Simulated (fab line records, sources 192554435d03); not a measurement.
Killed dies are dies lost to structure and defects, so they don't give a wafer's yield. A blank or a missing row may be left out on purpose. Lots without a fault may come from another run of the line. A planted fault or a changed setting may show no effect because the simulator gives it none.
Split-lot experiment | flow n5_finfet | 7 lots, 39 wafers read, on a route of 1938 steps

THE SPLIT
At N5_BEOL_M7_ILD_DEP_00 (deposits SiCOH lowk from DEMS/porogen, target thk 179.75 nm, time 33.4 s), the setting target_thk_a was moved away from the recipe's 1797.5 angstrom on 15 of the 39 wafers read, by -43.3% to +29.1%. The other wafers ran this setting at the recipe's value.

FROM THE SPLIT TO THE READING: what the file shows between them, 1 step
- N5_BEOL_M7_CURE_74: cures SiCOH lowk, time 240 s

THE READING
M7_ILD_THK, in nm, at N5_BEOL_M7_THK_MEAS_01. Fault-free wafers of this fab line usually give 155.4 nm, standard deviation 2.1 nm.

wafer  | tool, chamber at the split | target_thk_a as run, angstrom | against the recipe | M7_ILD_THK, nm | against lot-mates on the recipe
L074.1 | pecvd-04, 0                | 1093                          | -39.2%             | 92.4           | -63.4
L074.2 | pecvd-04, 1                | 1093                          | -39.2%             | 91.2           | -64.6
L074.3 | pecvd-04, 2                | 1797.5                        | recipe             | 154.2          | -
L074.4 | pecvd-04, 0                | 1797.5                        | recipe             | 155.7          | -
L074.5 | pecvd-04, 1                | 1093                          | -39.2%             | 92.3           | -63.5
L074.6 | pecvd-04, 2                | 1797.5                        | recipe             | 157.5          | -
L079.1 | pecvd-01, 0                | 2072                          | +15.3%             | 181.1          | +25.0
L079.2 | pecvd-01, 1                | 1797.5                        | recipe             | 153.8          | -
L079.3 | pecvd-01, 0                | 2072                          | +15.3%             | 183.1          | +27.0
L079.4 | pecvd-01, 1                | 1797.5                        | recipe             | 155.4          | -
L079.5 | pecvd-01, 0                | 1797.5                        | recipe             | 159.2          | -
L079.6 | pecvd-01, 1                | 2072                          | +15.3%             | 179.3          | +23.2
L080.1 | pecvd-01, 1                | 1797.5                        | recipe             | 152.7          | -
L080.2 | pecvd-01, 0                | 1797.5                        | recipe             | 156.7          | -
L080.3 | pecvd-01, 2                | 1797.5                        | recipe             | 156.0          | -
L080.4 | pecvd-01, 0                | 1797.5                        | recipe             | 160.8          | -
L080.5 | pecvd-01, 2                | 1797.5                        | recipe             | 157.0          | -
L080.6 | pecvd-01, 1                | 1797.5                        | recipe             | 157.1          | -
L089.1 | pecvd-04, 1                | 1797.5                        | recipe             | 152.0          | -
L089.2 | pecvd-04, 0                | 2320                          | +29.1%             | 197.8          | +43.9
L089.3 | pecvd-04, 2                | 1797.5                        | recipe             | 155.9          | -
L089.4 | pecvd-04, 0                | 1797.5                        | recipe             | 153.8          | -
L089.5 | pecvd-04, 1                | 2320                          | +29.1%             | 199.8          | +45.9
L089.6 | pecvd-04, 2                | 2320                          | +29.1%             | 201.4          | +47.5
L093.1 | pecvd-03, 1                | 1500                          | -16.6%             | 128.1          | -26.6
L093.2 | pecvd-03, 0                | 1797.5                        | recipe             | 152.8          | -
L093.3 | pecvd-03, 2                | 1500                          | -16.6%             | 126.0          | -28.7
L093.4 | pecvd-03, 1                | 1797.5                        | recipe             | 155.9          | -
L093.5 | pecvd-03, 0                | 1500                          | -16.6%             | 128.7          | -26.0
L093.6 | pecvd-03, 2                | 1797.5                        | recipe             | 155.3          | -
L096.1 | pecvd-04, 1                | 1797.5                        | recipe             | 155.7          | -
L096.2 | pecvd-04, 0                | 1020                          | -43.3%             | 89.7           | -67.3
L096.3 | pecvd-04, 2,0              | 1797.5                        | recipe             | 157.6          | -
L096.4 | pecvd-04, 2                | 1020                          | -43.3%             | 92.6           | -64.4
L096.5 | pecvd-04, 2,0              | 1797.5                        | recipe             | 157.7          | -
L096.6 | pecvd-04, 1                | 1020                          | -43.3%             | 91.0           | -66.0
L097.1 | pecvd-03, 1                | 1797.5                        | recipe             | 155.8          | -
L097.5 | pecvd-03, 0                | 1797.5                        | recipe             | 154.7          | -
L097.6 | pecvd-03, 1                | 1797.5                        | recipe             | 156.6          | -
Where a row lists several chambers, the file gives one row for several wafers and doesn't say which wafer went through which chamber.

THE FIT
A straight line over all 39 wafers: M7_ILD_THK changes by +1.56 nm for each +1% of target_thk_a; r = +1.00; the points scatter about the line by 2.3 nm.
The same after taking each lot's own level away (the mean of its wafers on the recipe; 39 wafers): +1.58 nm for each +1%; r = +1.00; scatter 1.9 nm.
On that fit, the largest move of target_thk_a shifts the reading by 68 nm.
The lots' own levels span 153.90 to 157.00 nm, that is 1.5 times the standard deviation above.
So the lot-to-lot level changes the slope little: the two slopes agree.
Check: with one of the wafers moved furthest among these (-43.3%) left out of the fit, the line predicts -68.4 nm for it against its lot-mates. It came out at -67.3 nm against them.

OTHER SPLITS ON THESE WAFERS
These wafers also went through other splits before the reading. Each is held against what the fit with the lots' levels taken away leaves over:
other split on the same wafers    | wafers away from the commonest value | r with M7_ILD_THK (lot level and that fit taken away)
N5_BEOL_M4_ETCH_64 target_depth_a | 12                                   | -0.20

THE WHOLE CHAIN: every reading that the file lists as answering this split, in the file's order
step                   | what it does                                                             | reading                                                                                  | change (the file's fit)              | r (the file's)
N5_BEOL_M7_ILD_DEP_00  | deposits SiCOH lowk from DEMS/porogen, target thk 179.75 nm, time 33.4 s | SiCOH_lowk_of_BEOL_M7_ILD_DEP_00.thk_nm (the simulator's own value, which no gauge read) | +1.82 nm for each +1% of the setting | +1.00
N5_BEOL_M7_CURE_74     | cures SiCOH lowk, time 240 s                                             | SiCOH_lowk_of_BEOL_M7_ILD_DEP_00.thk_nm (the simulator's own value, which no gauge read) | +1.58 nm for each +1% of the setting | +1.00
N5_BEOL_M7_THK_MEAS_01 |                                                                          | M7_ILD_THK                                                                               | +1.58 for each +1% of the setting    | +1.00

THE FILE'S OWN FIT
M7_ILD_THK changes by +1.58 nm for each +1% of target_thk_a, r = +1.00.
